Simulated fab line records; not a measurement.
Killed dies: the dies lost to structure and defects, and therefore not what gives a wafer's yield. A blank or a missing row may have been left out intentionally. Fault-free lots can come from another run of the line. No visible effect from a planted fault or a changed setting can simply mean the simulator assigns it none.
Which tool was responsible? ; flow nand harc ; Sampling: 10 lots, 30 wafers, 5 of 1302 route steps

== WHAT THE GAUGES READ, wafer by wafer ==
NHARC_P_STI_CD_MEAS_09: the cd target is 200 nm.
lot;measured;on;cd nm (nm)
L547;day 4 03:35;cd sem-02;199.5 198.2 199.8
L550;day 5 09:55;cd sem-03;199.1 200.5 205.4
L551;day 5 22:13;cd sem-02;204.6 197.2 201.6
L552;day 6 07:50;cd sem-02;199.9 202.5 202.2
L553;day 6 16:33;cd sem-03;198.5 201.3 202.0
L554;day 7 01:31;cd sem-01;202.0 195.9 196.6
L557;day 8 04:55;cd sem-03;215.6 216.1 217.2
L559;day 9 02:38;cd sem-01;205.5 199.3 198.8
L565;day 11 14:35;cd sem-02;199.8 203.4 203.5
L567;day 12 08:05;cd sem-01;201.1 204.1 202.8

== WHICH TOOL RAN EACH LOT (tool, then ch and the chambers of the sampled wafers, then the start) ==
lot;NHARC_P_ZERO_WELL_DESCUM_13;NHARC_P_ZERO_WELL_ETCH_62;NHARC_P_ZERO_WELL_DESCUM_39;NHARC_P_STI_EXPOSE_06
L547;rie diel-08 ch 0,2,3, day 3 03:17;rie diel-08 ch 2,3, day 3 06:13 or earlier;rie diel-01 ch 1,2,3, day 3 06:13;krf scanner-01 ch 0, day 4 03:26
L550;rie diel-04 ch 1,2, day 4 09:24;rie diel-04 ch 0,2, day 4 12:15 or earlier;rie diel-04 ch 0,1, day 4 12:15;krf scanner-04 ch 0, day 5 09:46
L551;rie diel-01 ch 0,1, day 4 19:23;rie diel-01 ch 0,2, day 4 22:10 or earlier;rie diel-04 ch 0,1, day 4 22:10;krf scanner-04 ch 0, day 5 22:04
L552;rie diel-04 ch 0,1,3, day 5 05:22;rie diel-04 ch 0,2, day 5 08:35 or earlier;rie diel-04 ch 0,1, day 5 08:35;krf scanner-04 ch 0, day 6 07:41
L553;rie diel-08 ch 2,3, day 5 15:18;rie diel-08 ch 2,3, day 5 18:19 or earlier;rie diel-01 ch 0,1,2, day 5 18:19;krf scanner-04 ch 0, day 6 16:24
L554;rie diel-04 ch 0,1,3, day 6 01:16;rie diel-04 ch 0,1,3, day 6 04:10 or earlier;rie diel-08 ch 0,1,2, day 6 04:10;krf scanner-04 ch 0, day 7 01:21
L557;rie diel-04 ch 0,1,2, day 7 07:25;rie diel-04 ch 0,2,3, day 7 10:25 or earlier;rie diel-08 ch 0,1,3, day 7 10:25;krf scanner-04 ch 0, day 8 04:46
L559;rie diel-04 ch 0,2,3, day 8 03:16;rie diel-04 ch 0,2,3, day 8 06:14 or earlier;rie diel-04 ch 0,1,3, day 8 06:14;krf scanner-01 ch 0, day 9 02:29
L565;rie diel-08 ch 0,1,3, day 10 15:24;rie diel-08 ch 0,1,3, day 10 18:18 or earlier;rie diel-04 ch 0,1,3, day 10 18:18;krf scanner-01 ch 0, day 11 14:25
L567;rie diel-01 ch 1,2,3, day 11 11:25;rie diel-01 ch 0,1,3, day 11 14:23 or earlier;rie diel-01 ch 2,3, day 11 14:23;krf scanner-01 ch 0, day 12 07:56
- NHARC_P_ZERO_WELL_DESCUM_13: chemistry O2, time 3 s.
- NHARC_P_ZERO_WELL_ETCH_62: etches the open film in CHF3/Ar, target depth 13 nm, time 6.5 s.
- NHARC_P_ZERO_WELL_DESCUM_39: chemistry O2, time 3 s.
- NHARC_P_STI_EXPOSE_06: exposes mask P STI, target cd 200 nm.

== THE ANSWER, worked out from the rows above alone ==
Rule: usual is defined by the lots themselves. Put in order of their means at a reading, lots are off if they are a third of the lots or fewer, leave a main group of 4 or more, and stand apart from it by a gap of 3 or more times the standard deviation of the main group's means; of several such gaps the widest counts. If all means in a main group match to the digits the tables above print for the reading, that group is not used. Also off: a lot with no number at a reading for which 4 or more lots have one. Any other lot the step has rows for is counted as sound.
Off at NHARC_P_STI_CD_MEAS_09 (cd nm): L557. Main group: mean 200.9 nm, sd 1.4.
If a tool, at a process step before that reading, ran all the lots that are off and no sound lot after the first of them, it fits. Gauges at NHARC_P_STI_CD_MEAS_09: tried the same way as those tools. With no start given for some of its lots, NHARC_P_ZERO_WELL_ETCH_62 uses the hours and lot order of NHARC_P_ZERO_WELL_DESCUM_39. Can't be told from this: 3 tools fit, rie diel-08 at NHARC_P_ZERO_WELL_DESCUM_39, krf scanner-04 at NHARC_P_STI_EXPOSE_06, cd sem-03 at NHARC_P_STI_CD_MEAS_09.

== WHAT THE SIMULATOR HAD PUT IN ==
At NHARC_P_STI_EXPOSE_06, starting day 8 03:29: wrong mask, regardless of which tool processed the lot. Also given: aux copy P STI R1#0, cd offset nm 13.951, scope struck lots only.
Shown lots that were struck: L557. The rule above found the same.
